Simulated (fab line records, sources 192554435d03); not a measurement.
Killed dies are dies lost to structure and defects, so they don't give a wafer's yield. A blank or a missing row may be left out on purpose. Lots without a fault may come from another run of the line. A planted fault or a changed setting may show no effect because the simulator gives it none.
A struck lot beside a sound one | flow n5_finfet | 15 steps out of a route of 1938
Sound: wafers L841.2, L841.3, L841.6. Struck: wafer L856.5. (L856.2 of the same lot was not struck and is left out.) The cause comes at the end.
At each step with rows: each side's tool, then ch and its chambers, then its first start. Under that, the readings that differ: sound wafers | struck wafers | difference of the means | sigmas: that difference in standard deviations of wafers without a fault.
alike: readings whose means differ by less than 2 such deviations, and words and numbers that are the same on both sides. not compared: withheld readings, readings that some wafer has no value for, bounds like >300 that may hide the same value, and numbers for which the record gives no deviation and whose values overlap.
The two part at a step that has a row with sigmas, a row that says differs or no value, or rows on one side only. Numbers that don't overlap but have no deviation are shown without sigmas and don't part them. A reading that every wafer of one side lacks parts them only if that side has two wafers or more.

N5_DUMMY_GATE_ETCH_29: etches underlayer in N2/H2, target depth 13 nm.
  sound on rie_diel-03 ch 0,2,3, day 3 10:24; struck on rie_diel-03 ch 3, day 7 04:00
  reading             | sound             | struck | difference | sigmas
  h2_flow_sccm (sccm) | 200.0 199.2 199.4 | 200.9  | +1.4       | +2
  alike: drypump_motor_current_A, n2_flow_sccm, oes_product_au, rf_fwd_power_W, rf_vpp_V, showerhead_plenum_p_Torr, throttle_valve_pct
  not compared: rf_hours_counter_h
then, 1 step without rows for these wafers: N5_DUMMY_GATE_ETCH_36 (etches SiARC in CF4, target depth 13 nm).
N5_DUMMY_GATE_ETCH_37: etches SOC in N2/H2, target depth 60 nm, overetch 30 nm.
  sound on rie_diel-03 ch 0,2,3, day 3 10:29; struck on rie_diel-03 ch 3, day 7 04:05
  alike: drypump_motor_current_A, h2_flow_sccm, n2_flow_sccm, oes_product_au, rf_fwd_power_W, rf_vpp_V, showerhead_plenum_p_Torr, throttle_valve_pct
  not compared: rf_hours_counter_h
then, 4 steps without rows for these wafers: N5_DUMMY_GATE_STRIP_38 (strips in N2/H2); N5_DUMMY_GATE_STRIP_39 (strips in N2/H2); N5_DUMMY_GATE_TRIM_49 (chemistry O2, time 29 s, target cd 14 nm); N5_DUMMY_GATE_STRIP_40 (strips in CF4).
N5_DUMMY_GATE_CD_MEAS_50: target cd 14 nm.
  sound on cd_sem-03, day 3 10:43; struck on cd_sem-02, day 7 04:19
  alike: cd_nm
N5_DUMMY_GATE_ETCH_31: etches SiO2 in C4F6/O2, target depth 82.5 nm, time 27.5 s.
  sound on rie_diel-04 ch 0,1,2, day 3 10:46; struck on rie_diel-03 ch 3, day 7 04:21
  alike: drypump_motor_current_A, oes_o_777_au, oes_product_au, rf_fwd_power_W, rf_vpp_V, showerhead_plenum_p_Torr, throttle_valve_pct
  not compared: rf_hours_counter_h
then, 2 steps without rows for these wafers: N5_DUMMY_GATE_STRIP_41 (strips in O2); N5_DUMMY_GATE_HM_OPEN_21 (chemistry CH3F/O2, target SiNx, target depth 120 nm, time 171.4 s).
N5_DUMMY_GATE_ETCH_32: etches SiO2 in CF4, target depth 3.5 nm, time 3.9 s.
  sound on rie_si-06 ch 0,1,3, day 3 11:01; struck on rie_si-04 ch 0, day 7 04:36
  alike: drypump_motor_current_A, oes_product_au, rf_fwd_power_W, throttle_valve_pct
  not compared: rf_hours_counter_h
N5_DUMMY_GATE_ETCH_23: etches poly-Si in HBr/Cl2/O2, target depth 41 nm, time 22.3 s.
  sound on rie_si-06 ch 0,1,3, day 3 11:03; struck on rie_si-04 ch 0, day 7 04:38
  reading                  | sound             | struck | difference | sigmas
  oes_o_777_au (a.u.)      | 1.00 0.94 0.96    | 1.08   | +0.11      | +3
  oes_product_au (a.u.)    | 1.010 0.989 0.970 | 0.793  | -0.197     | -18
  model.etch.depth_nm (nm) | 41.34 40.41 40.2  | 28.61  | -12.04     |
  alike: HBr_flow_sccm, drypump_motor_current_A, rf_fwd_power_W, throttle_valve_pct
  not compared: rf_hours_counter_h
N5_DUMMY_GATE_ETCH_44: etches poly-Si in HBr/O2, stops on SiO2, target depth 127.5 nm.
  sound on rie_si-06 ch 0,1,3, day 3 11:06; struck on rie_si-04 ch 0, day 7 04:41
  alike: HBr_flow_sccm, drypump_motor_current_A, oes_product_au, rf_fwd_power_W, throttle_valve_pct
  not compared: rf_hours_counter_h
-- the record jumps here: 5 days lie between the struck wafers' starts before and after (it left off in module DUMMY_GATE and takes up again in module BEOL_M4, whose first step shown is number 1111 of the route) --
N5_BEOL_M4_RC_MEAS_101:
  sound on prober-01 ch 0, day 9 00:07; struck on prober-01 ch 0, day 12 12:02
  reading        | sound             | struck | difference | sigmas
  DIBL_P (mV/V)  | 40.7 38.9 39.6    | 34.4   | -5.3       | -3
  IOFF_N (nA/um) | 0.186 0.167 0.181 | 0.125  | -0.053     | -2
  IOFF_P (nA/um) | 0.31 0.29 0.29    | 0.17   | -0.13      | -3
  ION_N (uA/um)  | 674 677 683       | 656    | -22        | -2
  ION_P (uA/um)  | 470 471 475       | 454    | -18        | -2
  VT_P (mV)      | -242 -242 -242    | -255   | -13        | -4
  alike: DIBL_N, SS_N, SS_P, VT_N

WHERE THEY PART
First at N5_DUMMY_GATE_ETCH_29; last, within this record, at N5_BEOL_M4_RC_MEAS_101.

WHY: what the simulator had put in
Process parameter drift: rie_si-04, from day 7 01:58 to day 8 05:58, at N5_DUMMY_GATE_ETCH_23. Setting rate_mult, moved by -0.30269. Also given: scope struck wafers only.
